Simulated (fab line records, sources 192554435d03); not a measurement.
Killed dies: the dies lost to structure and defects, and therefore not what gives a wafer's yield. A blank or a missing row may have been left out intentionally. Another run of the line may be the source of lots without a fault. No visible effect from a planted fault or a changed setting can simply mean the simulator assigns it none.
Lot-split experiment	flow n5Finfet	21 wafers read across 7 lots, on a route 1938 steps long

SPLIT DETAILS
At N5_BEOL_M10_ETCH_66 (etches SOC in N2/H2, target depth 120 nm, overetch 24 nm, time 180 s), the setting timeS was moved away from the recipe's 180 s on 10 of the 21 wafers read, by -13.8% to +20.7%. For the rest of the wafers, this setting stayed at what the recipe calls for.

The reading comes from the split's own step.

THE READING
SiARC_of_BEOL_M10_COAT_64.thkNm (the simulator's own value, which no gauge read), in nm, at N5_BEOL_M10_ETCH_66 (etches SOC in N2/H2, target depth 120 nm, overetch 24 nm, time 180 s). The file does not state a usual value for it. Average 22.7 nm, standard deviation 0.2 nm, over the 11 wafers here run with the recipe.

wafer	tool, chamber at the split	timeS as run, s	against the recipe	SiARC_of_BEOL_M10_COAT_64.thkNm, nm	against lot-mates on the recipe
L077.1	rieDiel-04, 2	180	recipe	22.8	-
L077.4	rieDiel-04, 3	180	recipe	22.6	-
L077.5	rieDiel-04, 3	180	recipe	22.6	-
L081.1	rieDiel-06, 0	155.2	-13.8%	23.6	no lot-mate on the recipe
L081.2	rieDiel-06, 3,2	155.2	-13.8%	23.8	no lot-mate on the recipe
L081.3	rieDiel-06, 3,2	155.2	-13.8%	23.8	no lot-mate on the recipe
L083.1	rieDiel-06, 0	180	recipe	23	-
L083.3	rieDiel-06, 0	180	recipe	23	-
L083.4	rieDiel-06, 3	217.3	+20.7%	21.4	-1.6
L085.1	rieDiel-04, 3	180	recipe	22.4	-
L085.3	rieDiel-04, 2	195.8	+8.8%	22	-0.4
L085.4	rieDiel-04, 0	195.8	+8.8%	21.8	-0.6
L096.1	rieDiel-01, 3	210.2	+16.8%	21.8	-1.0
L096.2	rieDiel-01, 0	210.2	+16.8%	21.6	-1.2
L096.5	rieDiel-01, 1	180	recipe	22.8	-
L095.1	rieDiel-04, 3	180	recipe	22.4	-
L095.5	rieDiel-04, 0	180	recipe	22.6	-
L095.6	rieDiel-04, 1	180	recipe	22.8	-
L097.3	rieDiel-06, 2	165.5	-8.1%	23.8	+1.0
L097.5	rieDiel-06, 2	165.5	-8.1%	23.8	+1.0
L097.6	rieDiel-06, 1	180	recipe	22.8	-
Rows listing several chambers each stand for several wafers; the file does not say which wafer went through which chamber.

FIT RESULTS
A straight line over all 21 wafers: SiARC_of_BEOL_M10_COAT_64.thkNm changes by -0.0737 nm for each +1% of timeS; r = -0.95; the points scatter about the line by 0.24 nm.
The same after taking each lot's own level away (the mean of its wafers on the recipe; 18 wafers): -0.0782 nm for each +1%; r = -0.97; scatter 0.17 nm.
The reading moves by 1.6 nm for the largest change in timeS, on that fit.
Across the lots, their own levels run from 22.40 to 23.00 nm, a range of 3.0 times the standard deviation given above.
The two slopes are in agreement: the lot-to-lot level therefore moves the slope only a little.
Check: -1.5 nm against its lot-mates is what the line predicts for one of the wafers moved furthest among these (+20.7%) when that wafer is left out of the fit. It came out at -1.6 nm against them.

THE OTHER SPLITS THESE WAFERS WENT THROUGH
Before the reading, these wafers also passed through other splits. Each is held against what the fit with the lots' levels taken away leaves over:
other split on the same wafers	wafers away from the commonest value	r with SiARC_of_BEOL_M10_COAT_64.thkNm (lot level and that fit taken away)
N5_BEOL_M7_ETCH_41 sourceW	7	-0.20
N5_BEOL_M9_HM_DEP_02 targetThkA	7	+0.19
N5_BEOL_M10_COAT_05 spinRpm	10	-0.27
N5_BEOL_M10_PEB_26 pebTimeS	5	-0.11

FILE'S OWN FIT
SiARC_of_BEOL_M10_COAT_64.thkNm changes by -0.0751 nm for each +1% of timeS, r = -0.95.
